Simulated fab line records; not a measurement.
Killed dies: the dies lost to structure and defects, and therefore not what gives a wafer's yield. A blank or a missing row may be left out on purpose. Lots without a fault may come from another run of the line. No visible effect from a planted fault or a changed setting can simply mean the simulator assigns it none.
fab line records	flow n5_finfet
[record] lots = 8	wafers = 24	last_day = 18
route steps=1938 shown BEOL_M7@1316 BEOL_M15@1830 PASSIVATION@1936
lots that met no fault: from a run of the same line without faults
start_h: hours from the record's first day to the start of the lot's first wafer shown	wait_h: how many hours have passed since the lot's step before this one	" repeats the value in the row above	L1.1+2: one row covering several wafers at once	- no value, or no start was given	* or withheld: withheld	< > ~ a bound
route shown NAME@n: a module of which the file shows steps, and the number in the route of the first	usual: mean and standard deviation over wafers with no fault	same: alike in all rows	chamber/n: place in a boat	sites: per-site readings	_std_site: the standard deviation of these	_edge_site: inner sites' mean taken away from outer sites' mean	radius_mm: for every site, how far away it sits from the centre of the wafer	mask NAME#n: copy n	behind: the last tool/chamber to shape the wafer	hold: reason for holding the lot/hours on hold/outcome of the hold	device: names the non-switching transistor (n, p or np)	end of line: the same wafers' tests at the end of the route	step lacking rows: just its recipe	killed: at the first sort, the dies lost to defects and structure; wafer yield is something else	map: a wafer's dies, x killed, . not, _ none there
set.NAME: the setting as run; set.NAME@STEP: as run at that earlier step	model.NAME: the simulator's own value behind a step, which no gauge read
route steps across a sampled set of lots; one table per step, one row per wafer
services: when a tool's chamber went out of use (start_h, in hours from the record's first day, below 0 if earlier), for how many hours, and the reason
[[steps]]
[step N5_BEOL_M7_CD_MEAS_35]
[recipe] target_cd_nm = 40	polarity = opening
[usual] cd_nm = 40.1/0.8
lot.wafer	tool	chamber	start_h	wait_h	cd_nm
L213.3	cd_sem-03	-	214.50	0.0	40.4
L213.4	"	-	"	"	40.3
L213.5	"	-	"	"	40.8
L219.3	cd_sem-03	-	252.57	0.0	39.1
L219.5	"	-	"	"	41.3
L219.6	"	-	"	"	40.5
L221.1	cd_sem-01	-	258.74	0.0	40.2
L221.3	"	-	"	"	40.6
L221.5	"	-	"	"	40.8
L228.1	cd_sem-03	-	319.56	0.0	39.8
L228.4	"	-	"	"	38.6
L228.6	"	-	"	"	40.7
L230.3	cd_sem-02	-	328.85	0.0	40.1
L230.4	"	-	"	"	39.5
L230.6	"	-	"	"	40.0
L231.1	cd_sem-02	-	331.57	0.0	39.9
L231.5	"	-	"	"	41.2
L231.6	"	-	"	"	41.4
L233.3	cd_sem-03	-	343.81	0.0	40.2
L233.4	"	-	"	"	40.0
L233.6	"	-	"	"	40.7
L232.1	cd_sem-01	-	349.20	0.0	39.3
L232.2	"	-	"	"	40.4
L232.4	"	-	"	"	40.9
[step N5_BEOL_M7_CURE_75]
[recipe] temp_c = 370	time_s = 120	ambient = DMADMS/He	material = SiCOH_lowk
[usual] lamp_power_pct = 52.31/0.054	wafer_temp_C_max = 371.5/0.7
lot.wafer	tool	chamber	start_h	wait_h	lamp_power_pct	wafer_temp_C_max
L213.3	uv_cure-02	0	214.64	0.1	52.35	372.6
L213.4	"	0	"	"	52.37	372.2
L213.5	"	0	"	"	52.33	373.2
L219.3	uv_cure-01	2	252.71	0.1	52.37	372.6
L219.5	"	2	"	"	52.39	372.1
L219.6	"	2	"	"	52.34	372.0
L221.1	uv_cure-02	1	258.78	0.0	52.31	371.0
L221.3	"	1	"	"	52.30	371.2
L221.5	"	1	"	"	52.28	371.2
L228.1	uv_cure-03	0	319.65	0.1	52.26	372.2
L228.4	"	0	"	"	52.25	372.3
L228.6	"	0	"	"	52.39	372.1
L230.3	uv_cure-02	1	328.99	0.1	52.32	371.3
L230.4	"	1	"	"	52.34	371.0
L230.6	"	1	"	"	52.30	371.3
L231.1	uv_cure-02	1	331.62	0.0	52.32	370.9
L231.5	"	1	"	"	52.38	370.7
L231.6	"	1	"	"	52.21	371.0
L233.3	uv_cure-02	2	343.95	0.1	52.37	371.9
L233.4	"	2	"	"	52.30	371.0
L233.6	"	2	"	"	52.29	371.4
L232.1	uv_cure-02	1	349.24	0.0	52.30	370.8
L232.2	"	1	"	"	52.33	371.1
L232.4	"	1	"	"	52.25	371.0
[step N5_BEOL_M7_ALD_77]
[recipe] material = TaN	target_thk_a = 20	temp_c = 275	ald_precursor_family = PDMAT	ald_co_reactant = NH3	pressure_torr = 3	carrier_flow_sccm = 1500	pulse_time_s = 2	purge_time_s = 3	co_reactant_purge_time_s = 2	co_reactant_pulse_time_s = 3	ald_cycles = 40	precursor_vessel_temp_c = 75	precursor_vessel_pressure_torr = 26.25	precursor_vessel_carrier_sccm = 1000
[usual] ald_cycles = 40/0	heater_power_w = 403/45
[same] purge_time_s = 3
lot.wafer	tool	chamber	start_h	wait_h	ald_cycles	heater_power_w	since_wet_clean_h
L213.3	ald_metal-03	1	215.02	0.1	40	360	1416
L213.4	"	2	"	"	40	393	1416
L213.5	"	0	"	"	40	339	-
L219.3	ald_metal-03	2	253.06	0.0	40	397	1454
L219.5	"	0	"	"	27	350	-
L219.6	"	1	"	"	40	364	-
L221.1	ald_metal-03	0	259.20	0.0	27	334	1460
L221.3	"	2	"	"	40	388	1461
L221.5	"	1	"	"	27	369	-
L228.1	ald_metal-04	2	320.76	0.0	40	453	4599
L228.4	"	3	"	"	40	452	4599
L228.6	"	0	"	"	40	349	-
L230.3	ald_metal-01	1	329.73	0.0	40	443	6147
L230.4	"	2	"	"	40	486	6147
L230.6	"	3	"	"	40	414	-
L231.1	ald_metal-03	2	332.27	0.3	40	395	1534
L231.5	"	2	"	"	40	393	-
L231.6	"	3	"	"	40	463	-
L233.3	ald_metal-03	2	344.78	0.1	40	408	1546
L233.4	"	1	"	"	40	367	1546
L233.6	"	2	"	"	40	402	-
L232.1	ald_metal-03	2	349.75	0.1	40	406	1551
L232.2	"	1	"	"	40	357	1551
L232.4	"	3	"	"	40	473	1551
[step N5_BEOL_M7_SPUTTER_48]
[recipe] material = Cu	target_thk_a = 100	temp_c = -20	bias_v = 60	power_w = 26000	chamber_pressure_pa = 0.13	time_s = 1.667
[usual] chamber_pressure_pa = 0.13002/0.00029	throttle_valve_pct = 30.2/0.88
lot.wafer	tool	chamber	start_h	wait_h	chamber_pressure_pa	throttle_valve_pct
L213.3	pvd_sputter-03	-	217.26	0.1	0.13018	29.2
L213.4	"	-	"	"	0.12993	31.7
L213.5	"	-	"	"	0.13003	31.7
L219.3	pvd_sputter-02	-	253.74	0.2	0.1297	30.1
L219.5	"	-	"	"	0.1299	29.9
L219.6	"	-	"	"	0.1297	30.2
L221.1	pvd_sputter-03	-	259.66	0.1	0.13004	29.0
L221.3	"	-	"	"	0.12976	30.7
L221.5	"	-	"	"	0.13017	31.0
L228.1	pvd_sputter-03	-	321.27	0.1	0.13039	31.0
L228.4	"	-	"	"	0.12949	31.4
L228.6	"	-	"	"	0.13029	30.0
L230.3	pvd_sputter-01	-	330.67	0.2	0.12979	30.6
L230.4	"	-	"	"	0.13001	30.8
L230.6	"	-	"	"	0.12993	28.4
L231.1	pvd_sputter-03	-	336.54	0.1	0.13032	31.6
L231.5	"	-	"	"	0.12972	31.8
L231.6	"	-	"	"	0.12995	30.0
L233.3	pvd_sputter-01	-	345.29	0.1	0.12968	30.0
L233.4	"	-	"	"	0.12989	28.7
L233.6	"	-	"	"	0.12981	29.9
L232.1	pvd_sputter-03	-	350.52	0.1	0.13004	29.4
L232.2	"	-	"	"	0.12973	30.2
L232.4	"	-	"	"	0.13047	30.8
[step N5_BEOL_M15_RC_MEAS_101]
[usual] COMB_M10 = 1.42e-11/2.9e-12	COMB_M11 = 1.5e-11/3.3e-12	COMB_M12 = 6.2e-12/1.5e-12	COMB_M13 = 5e-12/1.1e-12	COMB_M14 = 3.5e-12/1e-12	COMB_M15 = 2.7e-12/8.4e-13	COMB_M5 = 3.6e-11/7.9e-12	COMB_M6 = 2.5e-11/5.1e-12	COMB_M7 = 2.5e-11/5.1e-12	COMB_M7_max_site = 3.6e-11/8.5e-12	COMB_M8 = 2.5e-11/5.3e-12	COMB_M9 = 1.4e-11/3e-12	SERP_M10 = 3.11/0.11	SERP_M10_max_site = 3.20/0.11	SERP_M11 = 3.10/0.12	SERP_M12 = 0.638/0.024	SERP_M13 = 0.311/0.01	SERP_M14 = 0.161/0.0059	SERP_M5 = 39.1/2.6	SERP_M6 = 13.9/0.63	SERP_M7 = 13.9/0.86	SERP_M8 = 14.1/0.84	SERP_M9 = 3.11/0.13
lot.wafer	tool	chamber	start_h	wait_h	COMB_M10[S/m]	COMB_M11[S/m]	COMB_M12[S/m]	COMB_M13[S/m]	COMB_M14[S/m]	COMB_M15[S/m]	COMB_M5[S/m]	COMB_M6[S/m]	COMB_M7[S/m]	COMB_M7_max_site[S/m]	COMB_M8[S/m]	COMB_M9[S/m]	SERP_M10[ohm/um]	SERP_M10_max_site[ohm/um]	SERP_M11[ohm/um]	SERP_M12[ohm/um]	SERP_M13[ohm/um]	SERP_M14[ohm/um]	SERP_M5[ohm/um]	SERP_M6[ohm/um]	SERP_M7[ohm/um]	SERP_M8[ohm/um]	SERP_M9[ohm/um]
L213.3	prober-02	0	280.64	0.3	1.21e-11	1.4e-11	5.7e-12	5e-12	5e-12	3.3e-12	3.2e-11	1.9e-11	2.1e-11	2.8e-11	3.1e-11	1.3e-11	3.21	3.29	3.25	0.650	0.313	0.167	40.9	13.3	13.6	14.0	3.28
L213.4	"	0	"	"	1.16e-11	1.6e-11	4.6e-12	6.3e-12	5.6e-12	3e-12	3.5e-11	3.3e-11	2.5e-11	2.8e-11	3.4e-11	1.3e-11	3.28	3.39	3.16	0.628	0.324	0.164	36.4	14.5	13.8	12.8	3.16
L213.5	"	0	"	"	1.15e-11	1.7e-11	6.5e-12	4.9e-12	3.9e-12	4.4e-12	3.2e-11	2.8e-11	2e-11	2.8e-11	2.4e-11	1.6e-11	3.17	3.26	3.16	0.635	0.317	0.168	39.4	14.5	14.3	14.1	3.05
L219.3	prober-01	0	321.97	0.3	1.53e-11	1.3e-11	4.9e-12	5.3e-12	3e-12	2.9e-12	3.7e-11	1.9e-11	2.4e-11	3.6e-11	2.1e-11	9e-12	3.20	3.25	2.99	0.616	0.299	0.158	36.7	13.1	15.4	13.6	3.03
L219.5	"	0	"	"	1.06e-11	2.2e-11	5.1e-12	4e-12	4e-12	2.3e-12	4e-11	2e-11	5.5e-11	7.6e-11	2.4e-11	1e-11	3.05	3.20	3.19	0.618	0.300	0.161	35.7	14.2	11.8	13.5	3.13
L219.6	"	0	"	"	1.52e-11	1.6e-11	5.1e-12	4.3e-12	3.6e-12	2.2e-12	2.7e-11	2.7e-11	2.5e-11	3.3e-11	2.8e-11	7e-12	2.90	2.96	3.01	0.656	0.300	0.156	37.3	14.0	14.0	14.0	3.02
L221.1	prober-02	0	332.75	0.0	1.85e-11	1.7e-11	7.3e-12	6e-12	5e-12	2.6e-12	3.1e-11	3.2e-11	5.2e-11	5.9e-11	2.5e-11	1.4e-11	3.00	3.05	3.17	0.665	0.307	0.167	38.6	12.9	12.7	15.1	3.13
L221.3	"	0	"	"	1.75e-11	1.4e-11	7.8e-12	4.6e-12	5.8e-12	3e-12	4.9e-11	1.6e-11	2.4e-11	3.8e-11	2.9e-11	1.8e-11	2.95	3.15	3.22	0.677	0.297	0.164	36.1	14.7	14.0	14.4	3.15
L221.5	"	0	"	"	2.05e-11	1.8e-11	7e-12	4.9e-12	4.3e-12	4e-12	3.2e-11	2.8e-11	4.6e-11	8.5e-11	1.8e-11	1.2e-11	2.97	3.23	3.09	0.668	0.310	0.165	37.9	14.3	12.7	16.6	3.16
L228.1	prober-02	0	385.37	0.0	1.05e-11	1.3e-11	6.7e-12	4.9e-12	3.4e-12	3.3e-12	2.6e-11	1.9e-11	2.5e-11	2.9e-11	2.8e-11	1.2e-11	2.99	3.11	3.09	0.651	0.324	0.156	44.1	14.0	13.0	14.3	3.01
L228.4	"	0	"	"	1.58e-11	2.2e-11	8e-12	4.5e-12	3e-12	4.8e-12	5.3e-11	2e-11	3.2e-11	3.9e-11	2.3e-11	1.6e-11	2.94	3.12	3.05	0.625	0.326	0.162	43.2	15.2	15.8	13.9	3.01
L228.6	"	0	"	"	1.6e-11	1.7e-11	1.2e-11	5e-12	4e-12	3.6e-12	4.4e-11	2.7e-11	2.7e-11	4.2e-11	2.2e-11	1.2e-11	3.16	3.23	3.09	0.649	0.309	0.165	43.9	12.9	13.0	14.2	3.05
L230.3	prober-02	0	389.17	0.3	1.01e-11	1.6e-11	5.4e-12	4.4e-12	3.6e-12	4.2e-12	3.2e-11	2.4e-11	2.2e-11	3.4e-11	2e-11	1.6e-11	3.12	3.28	3.32	0.641	0.310	0.153	43.0	15.0	13.7	14.1	3.10
L230.4	"	0	"	"	1.25e-11	1.2e-11	7.2e-12	5.4e-12	3.7e-12	3.5e-12	3e-11	3.5e-11	2.7e-11	4.1e-11	1.7e-11	1.7e-11	2.95	3.07	3.03	0.637	0.305	0.163	38.9	13.6	13.9	13.3	3.30
L230.6	"	0	"	"	1.22e-11	1.3e-11	5.8e-12	4.2e-12	4.5e-12	4.1e-12	2.9e-11	3.2e-11	2.5e-11	3.8e-11	1.8e-11	1.1e-11	3.02	3.14	2.97	0.609	0.317	0.165	38.9	14.3	13.8	13.8	3.33
L231.1	prober-02	0	398.95	0.0	1.07e-11	1.5e-11	7.4e-12	5.2e-12	3.6e-12	2.4e-12	2.6e-11	2.3e-11	3.3e-11	6.4e-11	3.1e-11	1.3e-11	3.06	3.16	3.05	0.667	0.304	0.170	39.5	15.4	15.1	14.3	3.10
L231.5	"	0	"	"	1.63e-11	2.2e-11	8.2e-12	4.2e-12	4.8e-12	3.5e-12	4.3e-11	1.7e-11	2.7e-11	3.7e-11	3.2e-11	1.1e-11	3.18	3.21	2.86	0.622	0.298	0.154	39.6	15.7	12.8	15.5	2.97
L231.6	"	0	"	"	2.44e-11	1.6e-11	7.2e-12	3.8e-12	3.5e-12	2.8e-12	2.9e-11	2.5e-11	2.4e-11	3.6e-11	3e-11	1.7e-11	3.13	3.25	2.84	0.647	0.313	0.170	42.8	15.1	13.0	13.8	3.00
L233.3	prober-02	0	425.22	0.3	1.25e-11	1.2e-11	8e-12	6.7e-12	3.2e-12	3.6e-12	3.5e-11	2.4e-11	2.5e-11	3.1e-11	1.9e-11	1.7e-11	3.09	3.21	3.12	0.656	0.320	0.166	37.7	13.3	14.3	15.3	3.24
L233.4	"	0	"	"	1.1e-11	1.2e-11	8.8e-12	6.3e-12	5e-12	2.8e-12	3.9e-11	2.8e-11	2.3e-11	3.5e-11	2.7e-11	2.5e-11	3.04	3.14	3.11	0.630	0.306	0.158	37.8	14.3	14.9	14.7	2.95
L233.6	"	0	"	"	1.08e-11	1.4e-11	6.9e-12	5.1e-12	5.1e-12	2.9e-12	3.3e-11	2.1e-11	2.7e-11	3.7e-11	3.5e-11	1.5e-11	3.17	3.31	3.12	0.637	0.297	0.159	38.1	13.5	13.1	14.2	3.25
L232.1	prober-01	0	425.69	0.6	1.85e-11	1.7e-11	5.2e-12	3.3e-12	4.4e-12	1.7e-12	4.2e-11	1.7e-11	2.2e-11	3.4e-11	2e-11	1.2e-11	3.26	3.32	3.15	0.672	0.306	0.153	38.5	14.5	14.2	13.7	2.87
L232.2	"	0	"	"	1.62e-11	1.4e-11	6.2e-12	3.5e-12	2.3e-12	1.4e-12	4.6e-11	2.4e-11	2e-11	2.4e-11	2.6e-11	1.3e-11	3.07	3.20	3.39	0.648	0.303	0.150	40.7	13.8	14.5	12.9	3.14
L232.4	"	0	"	"	2.27e-11	3.1e-11	5.9e-12	3e-12	2e-12	1.5e-12	3e-11	1.6e-11	1.7e-11	2.3e-11	1.7e-11	1.7e-11	3.20	3.37	3.06	0.636	0.314	0.164	37.8	13.3	12.8	13.3	3.29
// sites COMB_M7 radius_mm=0,75,75,75,75,140,140,140,140
L213.3 1.9e-11 2.8e-11 2.2e-11 2.7e-11 1.4e-11 1.6e-11 1.2e-11 2.2e-11 2.1e-11
L219.3 2.2e-11 3.6e-11 2.6e-11 2e-11 2.4e-11 2.8e-11 2.7e-11 2.2e-11 2.2e-11
L221.1 5.5e-11 4.3e-11 4.9e-11 4.8e-11 4.7e-11 5.3e-11 5.2e-11 5.9e-11 5.6e-11
L228.1 2.6e-11 2.1e-11 2.9e-11 2.8e-11 2.5e-11 2.1e-11 2.2e-11 2.5e-11 1.8e-11
L230.3 3e-11 2.5e-11 2.7e-11 2.1e-11 1.6e-11 2.2e-11 3.4e-11 1.5e-11 2e-11
L231.1 4.7e-11 5e-11 3.5e-11 3.1e-11 3e-11 2.6e-11 2.7e-11 6.4e-11 3.3e-11
L233.3 2.2e-11 2.6e-11 2.5e-11 1.8e-11 2.5e-11 2.2e-11 2.4e-11 3.1e-11 2.5e-11
L232.1 1.2e-11 2.6e-11 1.3e-11 2.2e-11 1.6e-11 1.9e-11 3.4e-11 2.6e-11 2.4e-11
[step N5_PASSIVATION_PROBE_49]
[usual] defect_limited_yield = 91.5/1.3	killed_at_M0_to_M3 = 36/10	killed_at_M4_up = 13/4.7	killed_at_contacts = 13/6.7	killed_at_front_end = 37/9.7	killed_at_other = 2.6/2.3	killed_dies = 101/15	killed_open = 67/12	killed_short = 32/6.7	sort_bin_4_leakage = 0.0/0.31	sort_bin_5_function = 5.0/0.89	sort_bin_6_memory = 3.2/0.63	sort_bin_8_speed = 0.01/0.03	sort_n_pass = 1079/16	sort_yield_pct = 91.4/1.4
[same] gross_dies = 1180	killed_at_back_side = 0
lot.wafer	tool	chamber	start_h	wait_h	defect_limited_yield[%]	killed_at_M0_to_M3	killed_at_M4_up	killed_at_contacts	killed_at_front_end	killed_at_other	killed_dies	killed_open	killed_short	sort_bin_4_leakage[%]	sort_bin_5_function[%]	sort_bin_6_memory[%]	sort_bin_8_speed[%]	sort_n_pass	sort_yield_pct[%]
L219.3	prober-02	-	335.92	0.1	90.8	33	7	5	63	0	108	55	43	0	5.2	2.8	0	1072	90.8
L219.5	prober-02	-	336.02	0.2	91.4	27	13	8	53	1	102	70	27	0	4.0	4.0	0	1078	91.4
L219.6	prober-02	-	336.07	0.3	90.8	37	8	18	44	1	108	72	36	0	5.5	3.6	0	1072	90.8
L221.1	prober-02	-	349.39	0.0	91.4	34	21	13	33	1	102	68	21	0.6	5.8	2.3	0	1078	91.4
L221.3	prober-02	-	349.49	0.1	89.8	47	16	17	34	6	120	78	34	0	6.1	3.3	0	1060	89.8
L221.5	prober-02	-	349.59	0.2	90.8	31	27	15	35	0	108	71	31	0.4	4.7	3.6	0	1072	90.8
L230.3	prober-02	-	404.47	0.1	90.6	32	18	17	44	0	111	76	33	0	4.9	4.3	0	1069	90.6
L230.4	prober-02	-	404.52	0.2	94.2	14	7	8	35	4	68	42	24	0	3.6	2.0	0	1112	94.2
L230.6	prober-02	-	404.62	0.3	92.1	30	13	13	36	1	93	60	30	0	4.4	3.3	0	1087	92.1
L231.1	prober-02	-	415.81	0.0	90.6	24	8	13	65	1	111	82	28	0	5.5	3.5	0	1069	90.6
L231.5	prober-02	-	416.01	0.2	90.5	30	12	11	50	9	112	77	33	0	5.7	3.3	0	1068	90.5
L231.6	prober-02	-	416.06	0.3	91.9	33	15	18	26	4	96	64	29	0	4.0	3.9	0	1084	91.9
// killed by level:class
L219.3 STI_FIN_REVEAL:geometric_particle:open=17 BEOL_M0_SAQP:geometric_particle:short=14 HKMG_FIN:area_etch=10 FIN_SAQP:geometric_particle:short=8 GATE_CUT:geometric_particle:short=6 FIN_SAQP:geometric_particle:open=4 GATE_CUT:geometric_particle:open=4 BEOL_M1:geometric_particle:open=4
L219.5 STI_FIN_REVEAL:geometric_particle:open=15 FIN_SAQP:geometric_particle:open=9 FIN_SAQP:geometric_particle:short=8 BEOL_M5:geometric_particle:open=8 MOL_CONTACT_COAG:geometric_particle:open=7 BEOL_M1:geometric_particle:open=6 BEOL_M2:geometric_particle:open=5 STI_FIN_REVEAL:geometric_particle:short=4
L219.6 MOL_CONTACT_COAG:geometric_particle:open=14 STI_FIN_REVEAL:geometric_particle:open=11 BEOL_M0_SAQP:geometric_particle:open=9 BEOL_M1:geometric_particle:open=9 FIN_SAQP:geometric_particle:open=6 FIN_SAQP:geometric_particle:short=5 BEOL_M0_SAQP:geometric_particle:short=5 MOL_CONTACT_COAG:geometric_particle:short=4
L221.1 MOL_CONTACT_COAG:geometric_particle:open=11 STI_FIN_REVEAL:geometric_particle:open=10 BEOL_M0_SAQP:geometric_particle:open=7 BEOL_M1:geometric_particle:open=7 M7:area_ald=7 BEOL_M3:geometric_particle:open=6 BEOL_M4:geometric_particle:open=6 STI_FIN_REVEAL:geometric_particle:short=4
L221.3 MOL_CONTACT_COAG:geometric_particle:open=15 BEOL_M2:geometric_particle:open=14 BEOL_M4:geometric_particle:open=11 BEOL_M1:geometric_particle:open=9 BEOL_M0_SAQP:geometric_particle:short=8 BEOL_M0_SAQP:geometric_particle:open=7 HKMG_FIN:area_etch=7 GATE_CUT:geometric_particle:short=5
L221.5 MOL_CONTACT_COAG:geometric_particle:open=11 BEOL_M1:geometric_particle:open=7 BEOL_M3:geometric_particle:open=7 STI_FIN_REVEAL:geometric_particle:open=6 GATE_CUT:geometric_particle:open=6 BEOL_M4:geometric_particle:open=5 M7:area_ald=5 DUMMY_GATE:geometric_particle:open=4
L230.3 BEOL_M2:geometric_particle:open=13 MOL_CONTACT_COAG:geometric_particle:open=12 STI_FIN_REVEAL:geometric_particle:open=11 BEOL_M0_SAQP:geometric_particle:open=6 BEOL_M4:geometric_particle:open=6 DUMMY_GATE:geometric_particle:open=5 MOL_CONTACT_COAG:geometric_particle:short=5 STARTING-WAFER:geometric_particle:open=5
L230.4 FIN_SAQP:geometric_particle:short=8 GATE_CUT:geometric_particle:short=7 STI_FIN_REVEAL:geometric_particle:open=6 BEOL_M2:geometric_particle:open=6 MOL_CONTACT_COAG:geometric_particle:open=5 FIN_SAQP:geometric_particle:open=3 MOL_CONTACT_COAG:geometric_particle:short=3 BEOL_M1:geometric_particle:open=3
L230.6 MOL_CONTACT_COAG:geometric_particle:open=12 FIN_SAQP:geometric_particle:short=8 FIN_SAQP:geometric_particle:open=7 BEOL_M0_SAQP:geometric_particle:open=7 DUMMY_GATE:geometric_particle:open=6 BEOL_M3:geometric_particle:open=5 BEOL_M4:geometric_particle:open=5 BEOL_M0_SAQP:geometric_particle:short=4
L231.1 STI_FIN_REVEAL:geometric_particle:open=31 MOL_CONTACT_COAG:geometric_particle:open=12 DUMMY_GATE:geometric_particle:open=9 FIN_SAQP:geometric_particle:open=7 BEOL_M1:geometric_particle:short=6 STI_FIN_REVEAL:geometric_particle:short=5 FIN_SAQP:geometric_particle:short=4 BEOL_M1:geometric_particle:open=4
L231.5 STI_FIN_REVEAL:geometric_particle:open=20 BEOL_M1:geometric_particle:open=9 MOL_CONTACT_COAG:geometric_particle:open=8 FIN_SAQP:geometric_particle:short=7 BEOL_M3:geometric_particle:open=6 BEOL_M1:geometric_particle:short=5 FIN_SAQP:geometric_particle:open=4 BEOL_M2:geometric_particle:open=4
L231.6 MOL_CONTACT_COAG:geometric_particle:open=13 BEOL_M4:geometric_particle:open=10 BEOL_M0_SAQP:geometric_particle:short=8 FIN_SAQP:geometric_particle:open=6 BEOL_M1:geometric_particle:open=6 BEOL_M3:geometric_particle:open=5 BEOL_M0_SAQP:geometric_particle:open=5 MOL_CONTACT_COAG:geometric_particle:short=4
[[services]]
tool	chamber	start_h	hours	kind
uv_cure-03	-	207.59	1.0	pm
ald_metal-01	2	208.95	4.1	repair
ald_metal-03	-	211.50	0.8	repair
pvd_sputter-01	-	234.69	2.1	repair
ald_metal-03	-	241.79	6.0	pm
uv_cure-01	-	247.24	3.4	pm
uv_cure-01	-	251.83	0.3	repair
pvd_sputter-01	-	256.70	7.0	repair
uv_cure-02	-	259.52	7.5	pm
ald_metal-03	2	264.24	-	calibration
ald_metal-04	3	288.22	10.4	repair
uv_cure-02	-	323.28	1.0	pm
ald_metal-04	-	323.61	1.4	repair
ald_metal-01	-	337.25	14.0	pm
ald_metal-01	0	337.25	14.0	vent_cycle
ald_metal-01	1	337.25	14.0	vent_cycle
ald_metal-01	2	337.25	14.0	vent_cycle
ald_metal-01	3	337.25	14.0	vent_cycle
pvd_sputter-01	-	340.25	1.8	repair
ald_metal-04	3	344.55	2.1	repair
[[key]]
[first_sign] step = N5_BEOL_M7_ALD_77	reading = ald_cycles	direction = down	sigmas = 99+	usual = *	struck = *
[effect] step = N5_BEOL_M15_RC_MEAS_101	reading = COMB_M7	direction = up	sigmas = 5	usual = 2.5e-11	struck = 5.1e-11
met_at N5_BEOL_M7_ALD_77
struck_lots L219,L221
struck_wafers L219.5,L221.1,L221.5
[baseline_loss] step = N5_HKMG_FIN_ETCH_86	wafers = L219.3
not_acting_at N5_BEOL_M7_CD_MEAS_35,N5_BEOL_M7_CURE_75,N5_BEOL_M7_SPUTTER_48
onset_between 215.02 253.06
[fault] kind = process_parameter_drift	tool = ald_metal-03	chamber = -	onset_h = 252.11	steps = N5_BEOL_M7_ALD_77	channel = ald_cycles	offset = *	shape = step	end_h = 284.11	scope = struck_wafers_only	acts_in = *	stated = *
// baseline_loss: these wafers lose ten dies or more at that step, a loss of the line's own and not of a fault; the sort's usual values leave them out
